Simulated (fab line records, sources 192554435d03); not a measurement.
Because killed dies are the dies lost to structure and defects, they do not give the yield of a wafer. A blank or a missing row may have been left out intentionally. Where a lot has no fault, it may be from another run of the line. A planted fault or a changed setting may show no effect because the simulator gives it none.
The tool behind it: which one? -- flow n5-finfet -- Sampling: 11 lots, 31 wafers, 6 of 1938 route steps

== WHAT EACH GAUGE READ, for each wafer ==
N5_BEOL_M3_THK_MEAS_01. Usual: M3_ILD_THK gives 78.9 nm (standard deviation 1).
lot,measured,on,M3_ILD_THK (nm),flag
L675,day 7 02:35,film-metro-02,79.0 79.6 80.6,
L677,day 7 17:59,film-metro-01,79.1 80.2,
L678,day 8 04:13,film-metro-02,78.9 77.9 79.3,
L680,day 8 11:31,film-metro-02,79.1 78.4 80.1,
L681,day 8 14:50,film-metro-01,77.6 79.1 79.3,
L684,day 9 09:59,film-metro-01,77.5 79.0 78.2,
L686,day 9 22:26,film-metro-01,149.7 79.4 81.2,OFF
L685,day 10 02:41,film-metro-01,78.5 79.9 79.1,
L689,day 10 14:34,film-metro-02,78.5 150.2,OFF
L695,day 11 22:45,film-metro-02,78.5 80.8 80.4,
L696,day 12 12:52,film-metro-02,78.6 78.6 78.7,

N5_BEOL_M4_RC_MEAS_101. Usual: DIBL_N 35.9 mV/V, standard deviation 1.6; DIBL_P 35.6 mV/V, standard deviation 2.1; IOFF_N 0.149 nA/um, standard deviation 0.029; IOFF_P 0.20 nA/um, standard deviation 0.033; ION_N 671 uA/um, standard deviation 11; ION_P 460 uA/um, standard deviation 7.3; SS_N 71.4 mV/dec, standard deviation 0.62; SS_P 73.2 mV/dec, standard deviation 0.65; VT_N 251 mV, standard deviation 3.1; VT_P -251 mV, standard deviation 3.4.
lot,measured,on,DIBL_N (mV/V),DIBL_P (mV/V),IOFF_N (nA/um),IOFF_P (nA/um),ION_N (uA/um),ION_P (uA/um),SS_N (mV/dec),SS_P (mV/dec),VT_N (mV),VT_P (mV),flag
L675,day 7 22:20,prober-01,36.1 36.0 34.9,35.7 36.3 33.9,0.154 0.150 0.130,0.20 0.22 0.18,668 666 672,459 460 459,71.1 71.1 70.7,73.1 73.1 73.0,253 252 253,-249 -248 -252,
L677,day 8 14:39,prober-02,35.5 34.7,36.8 35.0,0.138 0.136,0.18 0.16,668 668,454 452,71.2 71.5,73.5 72.3,251 253,-256 -256,
L678,day 9 00:58,prober-02,34.9 32.3 33.7,35.5 33.0 34.1,0.133 0.114 0.122,0.19 0.16 0.18,665 669 667,451 456 464,71.9 70.5 70.7,72.9 73.0 72.4,252 254 252,-251 -253 -254,
L680,day 9 04:26,prober-02,36.4 35.6 36.7,36.1 37.0 38.0,0.144 0.144 0.158,0.17 0.18 0.20,659 665 668,444 452 459,72.3 71.3 71.3,72.7 72.4 73.1,252 250 251,-258 -254 -252,
L681,day 9 13:25,prober-02,38.3 35.9 35.0,37.6 34.8 33.7,0.182 0.149 0.126,0.26 0.22 0.19,680 675 663,468 471 461,72.3 71.2 70.9,73.0 72.7 72.9,247 250 252,-248 -245 -251,
L684,day 10 14:43,prober-01,36.8 38.7 37.9,37.4 39.8 38.5,0.169 0.216 0.199,0.20 0.25 0.23,676 690 692,460 467 472,71.2 72.4 71.8,72.9 74.5 74.5,247 246 245,-252 -249 -250,
L686,day 10 17:52,prober-02,37.4 33.8,37.5 32.5,0.169 0.115,0.19 0.14,675 655,458 450,71.1 70.4,73.7 72.9,248 251,-254 -256,
L685,day 10 20:29,prober-01,37.3 34.3 36.1,35.7 32.8 35.5,0.166 0.124 0.151,0.25 0.20 0.24,657 670 660,460 469 459,72.1 70.5 71.3,73.9 72.4 73.4,250 252 250,-248 -249 -249,
L689,day 11 17:20,prober-01,37.1,35.7,0.152,0.18,673,462,71.7,73.0,252,-253,
L695,day 13 00:59,prober-02,36.6 35.3 35.5,35.6 35.2 34.1,0.183 0.175 0.161,0.23 0.23 0.20,677 686 670,466 469 457,72.1 71.3 72.1,73.3 73.8 73.5,245 245 248,-249 -248 -251,
L696,day 13 12:37,prober-02,36.8 38.7 39.1,35.2 38.1 38.4,0.157 0.199 0.213,0.21 0.26 0.27,681 683 697,468 467 475,70.7 71.9 72.5,73.0 73.8 74.2,253 245 244,-250 -244 -248,

== TOOL THAT RAN EACH LOT (tool first, then ch and the chambers of the sampled wafers, then the start) ==
lot,N5_BEOL_M2_ANNEAL_82,N5_BEOL_M2_ANNEAL_93,N5_BEOL_M2_SPUTTER_96,N5_BEOL_M3_ILD_DEP_00
L675,"pvd-sputter-02, day 7 00:10","pvd-sputter-02, day 7 01:02","pvd-sputter-02, day 7 01:24","pecvd-02 ch 1,2, day 7 02:31"
L677,"pvd-sputter-01, day 7 15:32","pvd-sputter-01, day 7 16:25","pvd-sputter-01, day 7 16:47","pecvd-04 ch 1,2, day 7 17:55"
L678,"pvd-sputter-02, day 8 01:32","pvd-sputter-02, day 8 02:25","pvd-sputter-02, day 8 02:47","pecvd-01 ch 0,1, day 8 04:08"
L680,"pvd-sputter-02, day 8 09:05","pvd-sputter-02, day 8 09:58","pvd-sputter-02, day 8 10:19","pecvd-01 ch 0,2, day 8 11:26"
L681,"pvd-sputter-03, day 8 12:19","pvd-sputter-03, day 8 13:11","pvd-sputter-03, day 8 13:33","pecvd-04 ch 0,1,2, day 8 14:46"
L684,"pvd-sputter-01, day 9 07:34","pvd-sputter-01, day 9 08:26","pvd-sputter-01, day 9 08:48","pecvd-04 ch 0,1, day 9 09:55"
L686,"pvd-sputter-03, day 9 19:57","pvd-sputter-03, day 9 20:50","pvd-sputter-03, day 9 21:11","pecvd-04 ch 0,1, day 9 22:22"
L685,"pvd-sputter-01, day 10 00:16","pvd-sputter-01, day 10 01:09","pvd-sputter-01, day 10 01:31","pecvd-02 ch 0,1, day 10 02:38"
L689,"pvd-sputter-01, day 10 12:04","pvd-sputter-01, day 10 12:56","pvd-sputter-01, day 10 13:18","pecvd-04 ch 1,2, day 10 14:30"
L695,"pvd-sputter-03, day 11 20:14","pvd-sputter-03, day 11 21:07","pvd-sputter-03, day 11 21:29","pecvd-01 ch 0,2, day 11 22:40"
L696,"pvd-sputter-02, day 12 10:26","pvd-sputter-02, day 12 11:19","pvd-sputter-02, day 12 11:40","pecvd-01 ch 2, day 12 12:47"
- N5_BEOL_M2_ANNEAL_82: time 240 s.
- N5_BEOL_M2_ANNEAL_93: time 240 s.
- N5_BEOL_M2_SPUTTER_96: material Cu, target thk 4.5 nm, time 8.29 s.
- N5_BEOL_M3_ILD_DEP_00: deposits SiOC from DEMS/O2, target thk 79 nm, time 15.3 s.

== WHAT THE TOOLS THEMSELVES READ (means of the sampled wafers that have a number; where no wafer has one, the mark that the record gives instead) ==
N5_BEOL_M2_ANNEAL_82. Usual: 794 W for heater-power-w, sd 54.
lot,tool,heater-power-w (W),flag
L675,pvd-sputter-02,771,
L677,pvd-sputter-01,815,
L678,pvd-sputter-02,792,
L680,pvd-sputter-02,773,
L681,pvd-sputter-03,785,
L684,pvd-sputter-01,767,
L686,pvd-sputter-03,856,
L685,pvd-sputter-01,800,
L689,pvd-sputter-01,790,
L695,pvd-sputter-03,770,
L696,pvd-sputter-02,769,

N5_BEOL_M2_ANNEAL_93. Usual: 791 W for heater-power-w, sd 52.
lot,tool,heater-power-w (W),flag
L675,pvd-sputter-02,763,
L677,pvd-sputter-01,828,
L678,pvd-sputter-02,800,
L680,pvd-sputter-02,779,
L681,pvd-sputter-03,773,
L684,pvd-sputter-01,769,
L686,pvd-sputter-03,835,
L685,pvd-sputter-01,782,
L689,pvd-sputter-01,786,
L695,pvd-sputter-03,744,
L696,pvd-sputter-02,772,

N5_BEOL_M2_SPUTTER_96. Usual: 29.8 % for throttle-valve-pct, sd 1.3.
lot,tool,throttle-valve-pct (%),flag
L675,pvd-sputter-02,29.6,
L677,pvd-sputter-01,30.3,
L678,pvd-sputter-02,29.4,
L680,pvd-sputter-02,29.7,
L681,pvd-sputter-03,30.0,
L684,pvd-sputter-01,29.7,
L686,pvd-sputter-03,30.4,
L685,pvd-sputter-01,30.1,
L689,pvd-sputter-01,29.9,
L695,pvd-sputter-03,29.9,
L696,pvd-sputter-02,28.4,

N5_BEOL_M3_ILD_DEP_00. Usual: heater-power-w 530 W, standard deviation 82; showerhead-plenum-p-Torr 5.689 Torr, standard deviation 0.012; throttle-valve-pct 11.9 %, standard deviation 0.84.
lot,tool,heater-power-w (W),showerhead-plenum-p-Torr (Torr),throttle-valve-pct (%),flag
L675,pecvd-02,464,5.685,11.9,
L677,pecvd-04,632,5.693,11.9,
L678,pecvd-01,506,5.688,12.9,
L680,pecvd-01,486,5.692,11.1,
L681,pecvd-04,609,5.688,12.1,
L684,pecvd-04,600,5.700,12.5,
L686,pecvd-04,581,5.678,12.5,
L685,pecvd-02,423,5.694,12.0,
L689,pecvd-04,611,5.697,11.9,
L695,pecvd-01,553,5.683,10.8,
L696,pecvd-01,504,5.694,10.3,

== THE ANSWER, worked out from the rows above alone ==
Rule: lot off if the mean of its wafers having a number is beyond 3 standard deviations from the usual mean. Also off: a lot with no number at a reading for which 4 or more lots have one. Any other lot the step has rows for is counted as sound. After the gauges, taken in route order, come the tools' own readings; for these a lot's mean is taken, as printed above. The first step at which some lot is off is used, and at that step the reading that is off furthest; a lot without a number counts as furthest.
Off: L686, L689, seen at N5_BEOL_M3_THK_MEAS_01 (M3_ILD_THK).
A tool fits if, at a process step before that reading, it ran every lot that is off, and no sound lot after the first of them. The gauges at N5_BEOL_M3_THK_MEAS_01 are tried like those tools. One fits: N5_BEOL_M3_ILD_DEP_00 on pecvd-04. Its last sound lot is L684 (day 9 09:55), its first lot that is off L686 (day 9 22:22): a fault that began between those two fits.

== WHAT THE SIMULATOR PUT IN ==
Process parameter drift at N5_BEOL_M3_ILD_DEP_00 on pecvd-04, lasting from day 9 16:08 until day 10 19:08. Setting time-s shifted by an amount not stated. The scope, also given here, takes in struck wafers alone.
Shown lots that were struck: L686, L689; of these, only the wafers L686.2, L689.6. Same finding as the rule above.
